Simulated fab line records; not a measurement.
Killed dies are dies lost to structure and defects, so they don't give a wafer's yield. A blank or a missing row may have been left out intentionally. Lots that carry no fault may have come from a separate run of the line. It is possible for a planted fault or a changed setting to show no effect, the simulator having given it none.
Which tool did it? ; flow nand_harc ; route of 1159 steps, sampled at 1 step: 6 lots, 17 wafers

## WHAT THE GAUGES SHOWED, per wafer
NHARC_A_ONON_D1_THK_MEAS_34: measures by ellipsometry.
lot;measured;on;thk_nm (nm)
L196;day 8 10:10;film_metro-02;199.9 197.0 198.4
L199;day 9 20:46;film_metro-02;196.3 199.3 201.6
L207;day 11 03:15;film_metro-02;200.9 202.1
L209;day 12 00:15;film_metro-02;198.4 205.2 205.0
L214;day 13 00:00;film_metro-01;196.8 195.6 205.1
L215;day 13 08:31;film_metro-01;200.7 199.6 201.0

## WHAT TOOL EACH LOT RAN ON (gives the tool, then ch and the chambers of the sampled wafers, and finally the start)
There is no process step in the record ahead of these readings.

## THE ANSWER, worked out from the rows above alone
Rule: the lots themselves supply what counts as usual. The widest of any qualifying gaps counts: lots, ordered by their means at a reading, are off when they make up no more than a third of the lots, leave a main group of 4 or more, and stand apart from it by 3 or more times the standard deviation of that group's means. Not used: any main group whose means are identical at the precision the tables above print for the reading. A lot without any number at a reading at which 4 lots or more have one is off too. Where the step has rows for the other lots, those lots are counted as sound.
No lot is off on any of the readings shown, so nothing can be concluded from this.

## WHAT THE SIMULATOR HAD PUT IN
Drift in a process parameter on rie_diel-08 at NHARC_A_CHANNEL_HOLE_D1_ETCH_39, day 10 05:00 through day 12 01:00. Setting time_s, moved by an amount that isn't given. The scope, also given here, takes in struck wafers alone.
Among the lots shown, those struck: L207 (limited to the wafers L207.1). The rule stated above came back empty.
